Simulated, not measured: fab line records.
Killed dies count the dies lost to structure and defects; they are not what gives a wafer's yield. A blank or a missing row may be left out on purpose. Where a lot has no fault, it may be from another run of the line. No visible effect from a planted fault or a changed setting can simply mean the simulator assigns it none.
Chamber matching :: flow nand harc :: 4 sister chambers for NHARC_A_ZERO_WELL_ETCH_19 on rie diel-05
The step etches the open film in N2/H2, target depth 80 nm, overetch 24 nm, time 87.88 s. 22 wafers are shown with their chamber, then 11 later ones without.

## EACH WAFER AND ITS CHAMBER
wafer: L512.3
chamber: 0
drypump motor current A (A): 5.5
rf vpp V (V): 433.0
n2 flow sccm (sccm): 149.4

wafer: L512.5
chamber: 1
drypump motor current A (A): 5.2
rf vpp V (V): 433.2
n2 flow sccm (sccm): 149.9

wafer: L512.6
chamber: 2
drypump motor current A (A): 5.4
rf vpp V (V): 433.9
n2 flow sccm (sccm): 150.2

wafer: L513.4
chamber: 2
drypump motor current A (A): 5.4
rf vpp V (V): 434.6
n2 flow sccm (sccm): 149.9

wafer: L513.5
chamber: 1
drypump motor current A (A): 5.2
rf vpp V (V): 432.8
n2 flow sccm (sccm): 149.3

wafer: L513.6
chamber: 2
drypump motor current A (A): 5.4
rf vpp V (V): 436.0
n2 flow sccm (sccm): 149.8

wafer: L514.1
chamber: 1
drypump motor current A (A): 5.2
rf vpp V (V): 433.6
n2 flow sccm (sccm): 150.1

wafer: L514.2
chamber: 3
drypump motor current A (A): 6.0
rf vpp V (V): 431.9
n2 flow sccm (sccm): 150.6

wafer: L514.3
chamber: 2
drypump motor current A (A): 5.4
rf vpp V (V): 436.0
n2 flow sccm (sccm): 149.8

wafer: L516.2
chamber: 1
drypump motor current A (A): 5.2
rf vpp V (V): 434.1
n2 flow sccm (sccm): 150.5

wafer: L516.5
chamber: 1
drypump motor current A (A): 5.2
rf vpp V (V): 432.6
n2 flow sccm (sccm): 150.0

wafer: L516.6
chamber: 0
drypump motor current A (A): 5.5
rf vpp V (V): 434.4
n2 flow sccm (sccm): 150.4

wafer: L519.1
chamber: 2
drypump motor current A (A): 5.4
rf vpp V (V): 433.4
n2 flow sccm (sccm): 150.8

wafer: L519.4
chamber: 1
drypump motor current A (A): 5.2
rf vpp V (V): 432.2
n2 flow sccm (sccm): 150.4

wafer: L519.5
chamber: 3
drypump motor current A (A): 6.0
rf vpp V (V): 431.0
n2 flow sccm (sccm): 150.2

wafer: L522.1
chamber: 1
drypump motor current A (A): 5.2
rf vpp V (V): 431.2
n2 flow sccm (sccm): 149.5

wafer: L522.2
chamber: 3
drypump motor current A (A): 5.9
rf vpp V (V): 429.8
n2 flow sccm (sccm): 150.4

wafer: L522.4
chamber: 0
drypump motor current A (A): 5.5
rf vpp V (V): 433.3
n2 flow sccm (sccm): 149.4

wafer: L523.1
chamber: 0
drypump motor current A (A): 5.5
rf vpp V (V): 432.5
n2 flow sccm (sccm): 149.4

wafer: L523.2
chamber: 3
drypump motor current A (A): 6.0
rf vpp V (V): 431.5
n2 flow sccm (sccm): 149.5

wafer: L523.5
chamber: 0
drypump motor current A (A): 5.5
rf vpp V (V): 434.4
n2 flow sccm (sccm): 149.8

wafer: L527.1
chamber: 2
drypump motor current A (A): 5.4
rf vpp V (V): 434.7
n2 flow sccm (sccm): 149.8

SIGNATURES, as means of the wafers listed above
reading: drypump motor current A
chamber 0: 5.500
chamber 1: 5.200
chamber 2: 5.400
chamber 3: 5.975
scatter within a chamber: 0.0204

reading: rf vpp V
chamber 0: 433.520
chamber 1: 432.814
chamber 2: 434.767
chamber 3: 431.050
scatter within a chamber: 0.959

reading: n2 flow sccm
chamber 0: 149.680
chamber 1: 149.957
chamber 2: 150.050
chamber 3: 150.175
scatter within a chamber: 0.435
Rule: a wafer's distance from a chamber is the root of the sum, over the readings, of the square of ((its reading less the chamber's mean) divided by the reading's scatter). If the next closest chamber is less than 2 further off than the closest, the wafer can't be placed; otherwise it belongs to the closest. The scatter: take each reading less its chamber's mean, square it, sum over the shown wafers, divide by the number of wafers less the number of chambers, and take the root.

## WAFERS WHOSE CHAMBER IS MISSING
wafer: L527.2
drypump motor current A (A): 5.2
rf vpp V (V): 432.2
n2 flow sccm (sccm): 150.5

wafer: L527.6
drypump motor current A (A): 5.4
rf vpp V (V): 433.6
n2 flow sccm (sccm): 149.8

wafer: L529.1
drypump motor current A (A): 5.2
rf vpp V (V): 433.4
n2 flow sccm (sccm): 150.2

wafer: L529.4
drypump motor current A (A): 5.4
rf vpp V (V): 435.5
n2 flow sccm (sccm): 150.6

wafer: L529.5
drypump motor current A (A): 5.2
rf vpp V (V): 431.7
n2 flow sccm (sccm): 150.1

wafer: L530.2
drypump motor current A (A): 6.0
rf vpp V (V): 429.3
n2 flow sccm (sccm): 150.2

wafer: L530.3
drypump motor current A (A): 5.2
rf vpp V (V): 432.7
n2 flow sccm (sccm): 150.3

wafer: L530.4
drypump motor current A (A): 5.4
rf vpp V (V): 434.5
n2 flow sccm (sccm): 149.8

wafer: L532.1
drypump motor current A (A): 5.2
rf vpp V (V): 431.8
n2 flow sccm (sccm): 150.3

wafer: L532.3
drypump motor current A (A): 5.4
rf vpp V (V): 434.5
n2 flow sccm (sccm): 150.6

wafer: L532.6
drypump motor current A (A): 5.5
rf vpp V (V): 433.3
n2 flow sccm (sccm): 150.0

## WHICH CHAMBER EACH ONE RAN IN
wafer: L527.2
from the rows above: 1
in truth: 1

wafer: L527.6
from the rows above: 2
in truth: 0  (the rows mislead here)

wafer: L529.1
from the rows above: 1
in truth: 1

wafer: L529.4
from the rows above: 2
in truth: 2

wafer: L529.5
from the rows above: 1
in truth: 1

wafer: L530.2
from the rows above: 3
in truth: 3

wafer: L530.3
from the rows above: 1
in truth: 1

wafer: L530.4
from the rows above: 2
in truth: 2

wafer: L532.1
from the rows above: 1
in truth: 1

wafer: L532.3
from the rows above: 2
in truth: 2

wafer: L532.6
from the rows above: 0
in truth: 0
Placed correctly: 10 of 11. Left unplaced by these rows: 0. Placed wrongly: 1.
